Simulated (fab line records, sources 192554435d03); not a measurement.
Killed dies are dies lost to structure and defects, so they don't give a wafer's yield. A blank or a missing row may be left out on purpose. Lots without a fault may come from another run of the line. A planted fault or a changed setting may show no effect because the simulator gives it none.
Chamber matching | flow n5_finfet | N5_BEOL_M14_ETCH_59 on rie_diel-01: 4 sister chambers
The step etches BARC in N2/H2, target depth 89 nm, overetch 26.7 nm, time 67.9 s. 16 wafers are shown with their chamber, then 8 later ones without.

WAFERS WITH THEIR CHAMBER
wafer  | chamber | showerhead_plenum_p_Torr (Torr) | drypump_motor_current_A (A) | oes_product_au (a.u.)
L077.1 | 2       | 2.46                            | 6.2                         | 0.68
L077.2 | 3       | 2.53                            | 5.6                         | 0.64
L077.5 | 3       | 2.53                            | 5.6                         | 0.63
L079.3 | 2       | 2.46                            | 6.3                         | 0.68
L079.5 | 1       | 2.56                            | 5.8                         | 0.66
L079.6 | 2       | 2.46                            | 6.3                         | 0.68
L082.1 | 0       | 2.67                            | 5.7                         | 0.68
L082.3 | 2       | 2.45                            | 6.2                         | 0.67
L082.4 | 1       | 2.55                            | 5.8                         | 0.66
L084.1 | 3       | 2.52                            | 5.5                         | 0.63
L084.2 | 0       | 2.66                            | 5.7                         | 0.68
L084.4 | 3       | 2.52                            | 5.6                         | 0.63
L088.2 | 2       | 2.45                            | 6.3                         | 0.66
L088.4 | 3       | 2.52                            | 5.6                         | 0.62
L088.5 | 1       | 2.55                            | 5.8                         | 0.66
L089.2 | 1       | 2.55                            | 5.8                         | 0.65

SIGNATURES (means of the wafers above)
reading                  | chamber 0 | chamber 1 | chamber 2 | chamber 3 | scatter within a chamber
showerhead_plenum_p_Torr | 2.6650    | 2.5525    | 2.4560    | 2.5240    | 0.00552
drypump_motor_current_A  | 5.700     | 5.800     | 6.260     | 5.580     | 0.0408
oes_product_au           | 0.6800    | 0.6575    | 0.6740    | 0.6300    | 0.00704
Rule: a wafer's distance from a chamber is the root of the sum, over the readings, of the square of ((its reading less the chamber's mean) divided by the reading's scatter). The wafer belongs to the nearest chamber; if the next one is less than 2 further off, it can't be placed. The scatter: the root of (the sum of the squares of (reading less its chamber's mean) over the shown wafers, divided by (wafers less chambers)).

WAFERS WITHOUT THEIR CHAMBER
wafer  | showerhead_plenum_p_Torr (Torr) | drypump_motor_current_A (A) | oes_product_au (a.u.)
L089.4 | 2.52                            | 5.6                         | 0.61
L089.5 | 2.52                            | 5.6                         | 0.61
L093.1 | 2.51                            | 5.6                         | 0.61
L093.3 | 2.65                            | 5.8                         | 0.66
L093.5 | 2.51                            | 5.5                         | 0.61
L092.1 | 2.54                            | 5.8                         | 0.64
L092.2 | 2.65                            | 5.8                         | 0.66
L092.5 | 2.54                            | 5.7                         | 0.64

WHICH CHAMBER EACH WENT THROUGH
wafer  | from the rows above     | in truth
L089.4 | 3                       | 3
L089.5 | 3                       | 3
L093.1 | 3                       | 3
L093.3 | 0                       | 0
L093.5 | 3                       | 3
L092.1 | 1                       | 1
L092.2 | 0                       | 0
L092.5 | can't be placed: 1 or 3 | 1
Placed correctly: 7 of 8. Can't be placed from these rows: 1 (the true chamber is among the candidates in 1). Placed wrongly: 0.
